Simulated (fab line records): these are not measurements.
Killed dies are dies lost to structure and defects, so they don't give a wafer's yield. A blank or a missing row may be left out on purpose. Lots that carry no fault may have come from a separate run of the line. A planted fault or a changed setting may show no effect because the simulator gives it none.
Split-lot experiment :: flow n5-finfet :: 39 wafers read from 7 lots, route of 1938 steps

== ABOUT THE SPLIT ==
At N5_STI_FIN_REVEAL_ETCHBACK_08 (etches SiO2 in C4F6/O2, target depth 30.5 nm, time 10.167 s), the setting target-depth-a was moved away from the recipe's 305 angstrom on 9 of the 39 wafers read, by -4.6% to +14.4%. This setting was run at the recipe's value on the other wafers.

== FROM THE SPLIT TO THE READING: what the file shows between them, 3 steps ==
- N5_STI_FIN_REVEAL_STRIP_24: strips in N2/H2, time 90 s
- N5_STI_FIN_REVEAL_PRECLEAN_25: cleans in SPM, time 90 s
- N5_STI_FIN_REVEAL_SRD_23: time 30 s

== THE READING ==
trench-depth-nm, in nm, at N5_STI_FIN_REVEAL_FIN_H_MEAS_10. Fault-free wafers of this fab line usually give 51.9 nm, standard deviation 0.65 nm.

wafer: L074.1
tool, chamber at the split: rie-diel-01, 3,0,2,1,1,0
target-depth-a as run, angstrom: 305
against the recipe: recipe
trench-depth-nm, nm: 51.6
against lot-mates on the recipe: -

wafer: L074.2
tool, chamber at the split: rie-diel-01, 3,0,2,1,1,0
target-depth-a as run, angstrom: 305
against the recipe: recipe
trench-depth-nm, nm: 51.5
against lot-mates on the recipe: -

wafer: L074.3
tool, chamber at the split: rie-diel-01, 3,0,2,1,1,0
target-depth-a as run, angstrom: 305
against the recipe: recipe
trench-depth-nm, nm: 51.1
against lot-mates on the recipe: -

wafer: L074.4
tool, chamber at the split: rie-diel-01, 3,0,2,1,1,0
target-depth-a as run, angstrom: 305
against the recipe: recipe
trench-depth-nm, nm: 52.0
against lot-mates on the recipe: -

wafer: L074.5
tool, chamber at the split: rie-diel-01, 3,0,2,1,1,0
target-depth-a as run, angstrom: 305
against the recipe: recipe
trench-depth-nm, nm: 51.8
against lot-mates on the recipe: -

wafer: L074.6
tool, chamber at the split: rie-diel-01, 3,0,2,1,1,0
target-depth-a as run, angstrom: 305
against the recipe: recipe
trench-depth-nm, nm: 51.3
against lot-mates on the recipe: -

wafer: L075.1
tool, chamber at the split: rie-diel-04, 3,0,1,2,2,3
target-depth-a as run, angstrom: 305
against the recipe: recipe
trench-depth-nm, nm: 51.6
against lot-mates on the recipe: -

wafer: L075.2
tool, chamber at the split: rie-diel-04, 3,0,1,2,2,3
target-depth-a as run, angstrom: 305
against the recipe: recipe
trench-depth-nm, nm: 51.8
against lot-mates on the recipe: -

wafer: L075.3
tool, chamber at the split: rie-diel-04, 3,0,1,2,2,3
target-depth-a as run, angstrom: 305
against the recipe: recipe
trench-depth-nm, nm: 52.0
against lot-mates on the recipe: -

wafer: L075.4
tool, chamber at the split: rie-diel-04, 3,0,1,2,2,3
target-depth-a as run, angstrom: 305
against the recipe: recipe
trench-depth-nm, nm: 51.1
against lot-mates on the recipe: -

wafer: L075.5
tool, chamber at the split: rie-diel-04, 3,0,1,2,2,3
target-depth-a as run, angstrom: 305
against the recipe: recipe
trench-depth-nm, nm: 51.2
against lot-mates on the recipe: -

wafer: L075.6
tool, chamber at the split: rie-diel-04, 3,0,1,2,2,3
target-depth-a as run, angstrom: 305
against the recipe: recipe
trench-depth-nm, nm: 52.1
against lot-mates on the recipe: -

wafer: L076.1
tool, chamber at the split: rie-diel-02, 2,0,3,1,2,3
target-depth-a as run, angstrom: 305
against the recipe: recipe
trench-depth-nm, nm: 52.4
against lot-mates on the recipe: -

wafer: L076.2
tool, chamber at the split: rie-diel-02, 2,0,3,1,2,3
target-depth-a as run, angstrom: 305
against the recipe: recipe
trench-depth-nm, nm: 52.3
against lot-mates on the recipe: -

wafer: L076.3
tool, chamber at the split: rie-diel-02, 2,0,3,1,2,3
target-depth-a as run, angstrom: 305
against the recipe: recipe
trench-depth-nm, nm: 51.8
against lot-mates on the recipe: -

wafer: L076.4
tool, chamber at the split: rie-diel-02, 2,0,3,1,2,3
target-depth-a as run, angstrom: 305
against the recipe: recipe
trench-depth-nm, nm: 52.0
against lot-mates on the recipe: -

wafer: L076.5
tool, chamber at the split: rie-diel-02, 2,0,3,1,2,3
target-depth-a as run, angstrom: 305
against the recipe: recipe
trench-depth-nm, nm: 52.0
against lot-mates on the recipe: -

wafer: L076.6
tool, chamber at the split: rie-diel-02, 2,0,3,1,2,3
target-depth-a as run, angstrom: 305
against the recipe: recipe
trench-depth-nm, nm: 51.9
against lot-mates on the recipe: -

wafer: L078.1
tool, chamber at the split: rie-diel-01, 1,2,3
target-depth-a as run, angstrom: 305
against the recipe: recipe
trench-depth-nm, nm: 52.6
against lot-mates on the recipe: -

wafer: L078.2
tool, chamber at the split: rie-diel-01, 1,2,3
target-depth-a as run, angstrom: 305
against the recipe: recipe
trench-depth-nm, nm: 51.7
against lot-mates on the recipe: -

wafer: L078.3
tool, chamber at the split: rie-diel-01, 1,2,3
target-depth-a as run, angstrom: 305
against the recipe: recipe
trench-depth-nm, nm: 51.3
against lot-mates on the recipe: -

wafer: L078.4
tool, chamber at the split: rie-diel-01, 0,2,3
target-depth-a as run, angstrom: 291.1
against the recipe: -4.6%
trench-depth-nm, nm: 50.0
against lot-mates on the recipe: -1.9

wafer: L078.5
tool, chamber at the split: rie-diel-01, 0,2,3
target-depth-a as run, angstrom: 291.1
against the recipe: -4.6%
trench-depth-nm, nm: 49.7
against lot-mates on the recipe: -2.2

wafer: L078.6
tool, chamber at the split: rie-diel-01, 0,2,3
target-depth-a as run, angstrom: 291.1
against the recipe: -4.6%
trench-depth-nm, nm: 50.6
against lot-mates on the recipe: -1.3

wafer: L082.1
tool, chamber at the split: rie-diel-01, 0,0,1
target-depth-a as run, angstrom: 305
against the recipe: recipe
trench-depth-nm, nm: 51.2
against lot-mates on the recipe: -

wafer: L082.2
tool, chamber at the split: rie-diel-01, 1,2,3
target-depth-a as run, angstrom: 348.9
against the recipe: +14.4%
trench-depth-nm, nm: 56.7
against lot-mates on the recipe: +5.1

wafer: L082.3
tool, chamber at the split: rie-diel-01, 1,2,3
target-depth-a as run, angstrom: 348.9
against the recipe: +14.4%
trench-depth-nm, nm: 55.5
against lot-mates on the recipe: +3.9

wafer: L082.4
tool, chamber at the split: rie-diel-01, 1,2,3
target-depth-a as run, angstrom: 348.9
against the recipe: +14.4%
trench-depth-nm, nm: 55.2
against lot-mates on the recipe: +3.6

wafer: L082.5
tool, chamber at the split: rie-diel-01, 0,0,1
target-depth-a as run, angstrom: 305
against the recipe: recipe
trench-depth-nm, nm: 51.1
against lot-mates on the recipe: -

wafer: L082.6
tool, chamber at the split: rie-diel-01, 0,0,1
target-depth-a as run, angstrom: 305
against the recipe: recipe
trench-depth-nm, nm: 52.5
against lot-mates on the recipe: -

wafer: L085.1
tool, chamber at the split: rie-diel-04, 0,1,3
target-depth-a as run, angstrom: 305
against the recipe: recipe
trench-depth-nm, nm: 51.8
against lot-mates on the recipe: -

wafer: L085.3
tool, chamber at the split: rie-diel-04, 0,1,3
target-depth-a as run, angstrom: 305
against the recipe: recipe
trench-depth-nm, nm: 52.8
against lot-mates on the recipe: -

wafer: L085.4
tool, chamber at the split: rie-diel-04, 0,1,3
target-depth-a as run, angstrom: 305
against the recipe: recipe
trench-depth-nm, nm: 52.7
against lot-mates on the recipe: -

wafer: L086.1
tool, chamber at the split: rie-diel-01, 3,1,1
target-depth-a as run, angstrom: 305
against the recipe: recipe
trench-depth-nm, nm: 51.7
against lot-mates on the recipe: -

wafer: L086.2
tool, chamber at the split: rie-diel-01, 0,2,0
target-depth-a as run, angstrom: 322.2
against the recipe: +5.6%
trench-depth-nm, nm: 53.8
against lot-mates on the recipe: +1.4

wafer: L086.3
tool, chamber at the split: rie-diel-01, 0,2,0
target-depth-a as run, angstrom: 322.2
against the recipe: +5.6%
trench-depth-nm, nm: 53.5
against lot-mates on the recipe: +1.1

wafer: L086.4
tool, chamber at the split: rie-diel-01, 3,1,1
target-depth-a as run, angstrom: 305
against the recipe: recipe
trench-depth-nm, nm: 52.5
against lot-mates on the recipe: -

wafer: L086.5
tool, chamber at the split: rie-diel-01, 0,2,0
target-depth-a as run, angstrom: 322.2
against the recipe: +5.6%
trench-depth-nm, nm: 53.8
against lot-mates on the recipe: +1.4

wafer: L086.6
tool, chamber at the split: rie-diel-01, 3,1,1
target-depth-a as run, angstrom: 305
against the recipe: recipe
trench-depth-nm, nm: 52.9
against lot-mates on the recipe: -
Rows listing several chambers each stand for several wafers; the file does not say which wafer went through which chamber.

THE FIT
A straight line over all 39 wafers: trench-depth-nm changes by +0.291 nm for each +1% of target-depth-a; r = +0.92; the points scatter about the line by 0.54 nm.
The same after taking each lot's own level away (the mean of its wafers on the recipe; 39 wafers): +0.296 nm for each +1%; r = +0.95; scatter 0.45 nm.
That fit puts the effect of the largest move of target-depth-a on the reading at 4.3 nm.
Measured against the standard deviation above, the lots' own levels, which go from 51.55 to 52.43 nm, span 1.4 times it.
The two slopes are in agreement: the lot-to-lot level therefore moves the slope only a little.
Check: +3.88 nm against its lot-mates is what the line predicts for one of the wafers moved furthest among these (+14.4%) when that wafer is left out of the fit. Against them it came out at +5.1 nm.

== THE OTHER SPLITS THESE WAFERS WENT THROUGH ==
These wafers also went through other splits before the reading. Each is held against what the fit with the lots' levels taken away leaves over:
other split on the same wafers: N5_FIN_CUT_CUT_ETCH_26 source-w
wafers away from the commonest value: 15
r with trench-depth-nm (lot level and that fit taken away): +0.01

== FILE'S OWN FIT ==
trench-depth-nm changes by +0.293 nm for each +1% of target-depth-a, r = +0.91.
